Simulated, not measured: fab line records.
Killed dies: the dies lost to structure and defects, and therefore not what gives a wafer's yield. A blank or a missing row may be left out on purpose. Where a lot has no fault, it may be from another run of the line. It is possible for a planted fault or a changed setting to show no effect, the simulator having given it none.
Matching of chambers ; flow n5 finfet ; N5_MOL_CONTACT_COAG_ETCH_47 on rie diel-06 has 3 sister chambers
The step etches SiNx in CH3F/O2, stops on W, target depth 27 nm. 6 wafers are shown with their chamber, then 6 later ones without.

== WAFERS, EACH WITH ITS CHAMBER ==
wafer;chamber;drypump motor current A (A);showerhead plenum p Torr (Torr)
L085.2;2;5.3;1.92
L085.3;3;5.9;1.98
L085.6;3;5.9;1.98
L088.1;2;5.3;1.92
L088.4;0;5.9;2.04
L090.1;0;6.0;2.03

== WAFERS MISSING THEIR CHAMBER ==
wafer;drypump motor current A (A);showerhead plenum p Torr (Torr)
L090.4;5.9;1.98
L090.6;6.0;2.04
L091.3;5.3;1.92
L091.4;5.3;1.92
L096.2;5.3;1.91
L096.4;6.0;2.03

== WHICH CHAMBER EACH WENT THROUGH ==
wafer;from the rows above;in truth
L090.4;3;3
L090.6;0;0
L091.3;2;2
L091.4;2;2
L096.2;2;2
L096.4;0;0
6 of 6 placed correctly. Left unplaced by these rows: 0. Wrongly placed: 0.
How it was worked out, from the rows above alone: a wafer's distance from a chamber is the root of the sum, over the readings, of the square of ((its reading less the chamber's mean) divided by the reading's scatter). The wafer belongs to the nearest chamber; if the next one is less than 2 further off, it can't be placed. The mean given for a chamber averages the wafers shown for that chamber. The scatter: take each reading less its chamber's mean, square it, sum over the shown wafers, divide by the number of wafers less the number of chambers, and take the root.
